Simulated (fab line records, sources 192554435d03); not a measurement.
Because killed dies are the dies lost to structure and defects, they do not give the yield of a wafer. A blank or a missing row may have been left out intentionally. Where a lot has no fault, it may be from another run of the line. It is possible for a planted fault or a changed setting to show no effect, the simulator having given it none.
Which tool was responsible?    flow n5 finfet    24 lots, 72 wafers sampled, at 6 steps of a route of 1938

== WHAT THE GAUGES READ, wafer by wafer ==
The record lacks any reading of a measuring or inspecting step that a usual standard deviation could be used to judge.

== WHICH TOOL RAN EACH LOT (tool, then ch and the chambers of the sampled wafers, then the start) ==
lot   N5_BEOL_M3_ALD_98                  N5_BEOL_M3_STRIP_97                            N5_BEOL_M3_DEGAS_44           N5_BEOL_M3_SURFACE_TREAT_85   N5_BEOL_M3_ANNEAL_95          N5_BEOL_M3_SPUTTER_96
L074  ald sin-03 ch 0,2, day 7 03:19     rie diel-05 ch 1,2,3, day 7 05:46 or earlier   pvd sputter-02, day 7 05:46   pvd sputter-02, day 7 06:19   pvd sputter-02, day 7 08:11   pvd sputter-02, day 7 08:19
L075  ald sin-02 ch 1,2,3, day 7 10:07   rie diel-01 ch 0,1,2, day 7 10:55 or earlier   pvd sputter-02, day 7 10:55   pvd sputter-03, day 7 11:30   pvd sputter-03, day 7 13:22   pvd sputter-03, day 7 13:30
L076  ald sin-04 ch 0,1, day 7 10:37     rie diel-05 ch 0,1,2, day 7 13:59 or earlier   pvd sputter-02, day 7 13:59   pvd sputter-02, day 7 14:32   pvd sputter-03, day 7 16:23   pvd sputter-03, day 7 16:31
L077  ald sin-02 ch 1,2, day 7 13:33     rie diel-05 ch 0,2, day 7 14:37 or earlier     pvd sputter-03, day 7 14:37   pvd sputter-03, day 7 16:36   pvd sputter-03, day 7 18:34   pvd sputter-03, day 7 18:42
L078  ald sin-04 ch 1,2,3, day 7 20:02   rie diel-01 ch 1,2, day 8 03:15 or earlier     pvd sputter-01, day 8 03:15   pvd sputter-01, day 8 03:43   pvd sputter-02, day 8 05:34   pvd sputter-02, day 8 05:42
L079  ald sin-04 ch 1,3, day 8 01:25     rie diel-01 ch 0,2,3, day 8 03:44 or earlier   pvd sputter-02, day 8 03:44   pvd sputter-01, day 8 04:17   pvd sputter-02, day 8 07:24   pvd sputter-02, day 8 07:32
L080  ald sin-02 ch 0,1,2, day 8 02:52   rie diel-04 ch 0,3, day 8 08:33 or earlier     pvd sputter-01, day 8 08:33   pvd sputter-02, day 8 08:55   pvd sputter-02, day 8 10:46   pvd sputter-02, day 8 10:54
L081  ald sin-04 ch 0,2,3, day 8 20:44   rie diel-01 ch 1,2,3, day 9 01:52 or earlier   pvd sputter-03, day 9 01:52   pvd sputter-02, day 9 02:25   pvd sputter-02, day 9 04:22   pvd sputter-02, day 9 04:30
L082  ald sin-02 ch 0,1,3, day 9 12:14   rie diel-05 ch 0,2,3, day 9 14:42 or earlier   pvd sputter-02, day 9 14:42   pvd sputter-02, day 9 15:03   pvd sputter-01, day 9 17:01   pvd sputter-01, day 9 17:09
L083  ald sin-03 ch 1,3, day 9 17:01     rie diel-04 ch 0,1,2, day 9 18:13 or earlier   pvd sputter-01, day 9 18:13   pvd sputter-01, day 9 18:32   pvd sputter-02, day 9 20:23   pvd sputter-02, day 9 20:31
L084  ald sin-04 ch 1,2,3, day 9 18:17   rie diel-04 ch 0,1,2, day 9 19:04 or earlier   pvd sputter-01, day 9 19:04   pvd sputter-01, day 9 19:28   pvd sputter-03, day 9 21:18   pvd sputter-03, day 9 21:26
L085  ald sin-03 ch 0,1,2, day 9 18:17   rie diel-05 ch 0,3, day 9 19:16 or earlier     pvd sputter-01, day 9 19:16   pvd sputter-03, day 9 19:35   pvd sputter-01, day 9 21:26   pvd sputter-01, day 9 21:34
L086  ald sin-03 ch 1,2,3, day 10 03:44  rie diel-01 ch 0,1,2, day 10 05:22 or earlier  pvd sputter-03, day 10 05:22  pvd sputter-02, day 10 05:42  pvd sputter-03, day 10 07:37  pvd sputter-03, day 10 07:45
L088  ald sin-02 ch 1,2, day 10 03:50    rie diel-01 ch 1,2, day 10 05:53 or earlier    pvd sputter-02, day 10 05:53  pvd sputter-02, day 10 06:19  pvd sputter-01, day 10 09:43  pvd sputter-01, day 10 09:52
L087  ald sin-03 ch 1,2,3, day 10 06:48  rie diel-04 ch 1,2,3, day 10 09:00 or earlier  pvd sputter-02, day 10 09:00  pvd sputter-02, day 10 09:36  pvd sputter-01, day 10 11:34  pvd sputter-01, day 10 11:42
L089  ald sin-03 ch 2,3, day 10 22:36    rie diel-05 ch 1,2,3, day 11 02:00 or earlier  pvd sputter-01, day 11 02:00  pvd sputter-01, day 11 02:19  pvd sputter-02, day 11 04:11  pvd sputter-02, day 11 04:20
L090  ald sin-02 ch 0,3, day 11 08:09    rie diel-04 ch 0,2,3, day 11 10:49 or earlier  pvd sputter-03, day 11 10:49  pvd sputter-03, day 11 11:20  pvd sputter-03, day 11 13:27  pvd sputter-03, day 11 13:35
L091  ald sin-02 ch 0,2, day 11 10:02    rie diel-04 ch 1,2,3, day 11 14:37 or earlier  pvd sputter-01, day 11 14:37  pvd sputter-01, day 11 15:10  pvd sputter-03, day 11 18:31  pvd sputter-03, day 11 18:39
L092  ald sin-02 ch 0,1,2, day 11 13:29  rie diel-04 ch 1,2,3, day 11 19:09 or earlier  pvd sputter-03, day 11 19:09  pvd sputter-03, day 11 19:35  pvd sputter-03, day 11 21:37  pvd sputter-03, day 11 21:45
L093  ald sin-04 ch 1,2, day 12 01:28    rie diel-01 ch 0,1,2, day 12 02:13 or earlier  pvd sputter-03, day 12 02:13  pvd sputter-02, day 12 04:01  pvd sputter-02, day 12 05:59  pvd sputter-02, day 12 06:08
L094  ald sin-02 ch 1,2, day 12 03:16    rie diel-04 ch 1,2,3, day 12 09:13 or earlier  pvd sputter-03, day 12 09:13  pvd sputter-02, day 12 09:32  pvd sputter-03, day 12 11:23  pvd sputter-03, day 12 11:31
L095  ald sin-03 ch 1,2,3, day 12 10:59  rie diel-04 ch 0,2,3, day 12 12:05 or earlier  pvd sputter-01, day 12 12:05  pvd sputter-02, day 12 12:25  pvd sputter-02, day 12 14:26  pvd sputter-02, day 12 14:34
L096  ald sin-02 ch 2,3, day 12 13:34    rie diel-04 ch 0,2,3, day 12 19:10 or earlier  pvd sputter-03, day 12 19:10  pvd sputter-01, day 12 19:41  pvd sputter-02, day 12 21:35  pvd sputter-02, day 12 21:43
L097  ald sin-02 ch 0,3, day 12 13:49    rie diel-05 ch 0,1,3, day 12 19:41 or earlier  pvd sputter-02, day 12 19:41  pvd sputter-01, day 12 20:18  pvd sputter-01, day 12 22:25  pvd sputter-01, day 12 22:34
- N5_BEOL_M3_ALD_98: deposits SiO2, target thk 2.5 nm, pulse time 1 s, co reactant pulse time 1 s.
- N5_BEOL_M3_STRIP_97: strips in N2/H2, time 10 s.
- N5_BEOL_M3_DEGAS_44: time 60 s.
- N5_BEOL_M3_SURFACE_TREAT_85
- N5_BEOL_M3_ANNEAL_95: time 240 s.
- N5_BEOL_M3_SPUTTER_96: material Cu, target thk 4.5 nm, time 8.29 s.

== WHAT THE TOOLS THEMSELVES READ (means of the sampled wafers that have a number; where no wafer has one, the mark that the record gives instead) ==
N5_BEOL_M3_ALD_98. Usual: heater power w 80 W, standard deviation 10; precursor pulse height rel 0.999, standard deviation 0.02.
lot   tool        heater power w (W)  precursor pulse height rel  flag
L074  ald sin-03  76                  0.993                       
L075  ald sin-02  84                  0.995                       
L076  ald sin-04  76                  1.010                       
L077  ald sin-02  72                  1.000                       
L078  ald sin-04  77                  1.033                       
L079  ald sin-04  75                  0.987                       
L080  ald sin-02  76                  0.986                       
L081  ald sin-04  76                  0.986                       
L082  ald sin-02  84                  1.011                       
L083  ald sin-03  80                  0.999                       
L084  ald sin-04  77                  1.001                       
L085  ald sin-03  72                  1.002                       
L086  ald sin-03  73                  0.987                       
L088  ald sin-02  72                  0.993                       
L087  ald sin-03  75                  0.997                       
L089  ald sin-03  82                  0.974                       
L090  ald sin-02  89                  1.002                       
L091  ald sin-02  83                  1.001                       
L092  ald sin-02  78                  1.000                       
L093  ald sin-04  79                  1.004                       
L094  ald sin-02  79                  1.008                       
L095  ald sin-03  76                  0.980                       
L096  ald sin-02  89                  0.998                       
L097  ald sin-02  89                  0.998                       

N5_BEOL_M3_STRIP_97. Usual: drypump motor current A 5.6 A, standard deviation 0.38; oes product au 0.82 a.u., standard deviation 0.089; rf vpp V 59.4 V, standard deviation 0.88; showerhead plenum p Torr 2.58 Torr, standard deviation 0.064; throttle valve pct 23.4 %, standard deviation 0.32.
lot   tool         drypump motor current A (A)  oes product au (a.u.)  rf vpp V (V)  showerhead plenum p Torr (Torr)  throttle valve pct (%)  flag
L074  rie diel-05  5.7                          0.85                   59.3          2.58                             23.3                    
L075  rie diel-01  5.7                          0.82                   59.1          2.55                             23.6                    
L076  rie diel-05  5.4                          0.86                   58.9          2.60                             23.5                    
L077  rie diel-05  5.5                          0.88                   59.5          2.59                             23.3                    
L078  rie diel-01  5.7                          0.87                   59.5          2.62                             23.8                    
L079  rie diel-01  5.9                          0.84                   59.3          2.49                             23.4                    
L080  rie diel-04  5.9                          0.80                   59.5          2.56                             22.9                    
L081  rie diel-01  5.9                          0.88                   58.9          2.56                             23.6                    
L082  rie diel-05  5.5                          0.83                   59.1          2.59                             23.1                    
L083  rie diel-04  5.5                          0.82                   58.9          2.62                             23.4                    
L084  rie diel-04  5.4                          0.81                   60.3          2.62                             23.4                    
L085  rie diel-05  5.5                          0.82                   59.9          2.59                             23.0                    
L086  rie diel-01  5.7                          0.80                   58.8          2.55                             23.6                    
L088  rie diel-01  5.7                          0.85                   59.2          2.62                             23.8                    
L087  rie diel-04  5.7                          0.84                   59.4          2.58                             23.3                    
L089  rie diel-05  5.7                          0.87                   59.0          2.57                             23.2                    
L090  rie diel-04  5.8                          0.83                   60.6          2.57                             23.2                    
L091  rie diel-04  5.7                          0.82                   59.7          2.58                             23.3                    
L092  rie diel-04  5.7                          0.81                   58.8          2.58                             23.3                    
L093  rie diel-01  5.7                          0.88                   58.7          2.54                             23.5                    
L094  rie diel-04  5.7                          0.81                   59.2          2.58                             23.3                    
L095  rie diel-04  5.8                          0.81                   58.6          2.57                             23.2                    
L096  rie diel-04  5.8                          0.80                   59.0          2.57                             23.2                    
L097  rie diel-05  5.5                          0.79                   60.6          2.58                             23.3                    

N5_BEOL_M3_DEGAS_44. Usual: heater power w at 331 W, with a standard deviation of 16.
lot   tool            heater power w (W)  flag
L074  pvd sputter-02  330                 
L075  pvd sputter-02  340                 
L076  pvd sputter-02  328                 
L077  pvd sputter-03  352                 
L078  pvd sputter-01  336                 
L079  pvd sputter-02  325                 
L080  pvd sputter-01  326                 
L081  pvd sputter-03  325                 
L082  pvd sputter-02  334                 
L083  pvd sputter-01  329                 
L084  pvd sputter-01  332                 
L085  pvd sputter-01  331                 
L086  pvd sputter-03  335                 
L088  pvd sputter-02  319                 
L087  pvd sputter-02  334                 
L089  pvd sputter-01  328                 
L090  pvd sputter-03  326                 
L091  pvd sputter-01  332                 
L092  pvd sputter-03  335                 
L093  pvd sputter-03  331                 
L094  pvd sputter-03  335                 
L095  pvd sputter-01  330                 
L096  pvd sputter-03  341                 
L097  pvd sputter-02  336                 

N5_BEOL_M3_ANNEAL_95. Usual: heater power w at 831 W, with a standard deviation of 42.
lot   tool            heater power w (W)  flag
L074  pvd sputter-02  822                 
L075  pvd sputter-03  850                 
L076  pvd sputter-03  850                 
L077  pvd sputter-03  870                 
L078  pvd sputter-02  862                 
L079  pvd sputter-02  815                 
L080  pvd sputter-02  843                 
L081  pvd sputter-02  813                 
L082  pvd sputter-01  847                 
L083  pvd sputter-02  815                 
L084  pvd sputter-03  828                 
L085  pvd sputter-01  820                 
L086  pvd sputter-03  831                 
L088  pvd sputter-01  828                 
L087  pvd sputter-01  836                 
L089  pvd sputter-02  826                 
L090  pvd sputter-03  809                 
L091  pvd sputter-03  856                 
L092  pvd sputter-03  869                 
L093  pvd sputter-02  820                 
L094  pvd sputter-03  846                 
L095  pvd sputter-02  813                 
L096  pvd sputter-02  839                 
L097  pvd sputter-01  840                 

N5_BEOL_M3_SPUTTER_96. Usual: chamber pressure pa 0.07002 Pa, standard deviation 0.00014; throttle valve pct 29.8 %, standard deviation 0.75.
lot   tool            chamber pressure pa (Pa)  throttle valve pct (%)  flag
L074  pvd sputter-02  0.06984                   29.4                    
L075  pvd sputter-03  0.07006                   30.7                    
L076  pvd sputter-03  0.07012                   30.8                    
L077  pvd sputter-03  0.07021                   30.8                    
L078  pvd sputter-02  0.06996                   29.2                    
L079  pvd sputter-02  0.07013                   29.7                    
L080  pvd sputter-02  0.07002                   29.8                    
L081  pvd sputter-02  0.07005                   29.9                    
L082  pvd sputter-01  0.07013                   29.4                    
L083  pvd sputter-02  0.06998                   29.6                    
L084  pvd sputter-03  0.07007                   30.0                    
L085  pvd sputter-01  0.07001                   29.3                    
L086  pvd sputter-03  0.07020                   30.3                    
L088  pvd sputter-01  0.07000                   29.4                    
L087  pvd sputter-01  0.06998                   29.4                    
L089  pvd sputter-02  0.06993                   29.9                    
L090  pvd sputter-03  0.06987                   29.6                    
L091  pvd sputter-03  0.07009                   30.5                    
L092  pvd sputter-03  0.07023                   30.5                    
L093  pvd sputter-02  0.07009                   30.2                    
L094  pvd sputter-03  0.07008                   30.4                    
L095  pvd sputter-02  0.06991                   30.0                    
L096  pvd sputter-02  0.07004                   29.6                    
L097  pvd sputter-01  0.07007                   29.4                    

== THE ANSWER, worked out from the rows above alone ==
Rule: a lot is off if the mean of its wafers that have a number lies more than 3 standard deviations from the usual mean. A lot without any number at a reading at which 4 lots or more have one is off too. Where the step has rows for the other lots, those lots are counted as sound. After the gauges, taken in route order, come the tools' own readings; for these a lot's mean is taken, as printed above. The first step at which some lot is off is used, and at that step the reading that is off furthest; a lot without a number counts as furthest.
No lot is off at any reading shown: from this, nothing can be told.

== WHAT HAD BEEN PUT IN BY THE SIMULATOR ==
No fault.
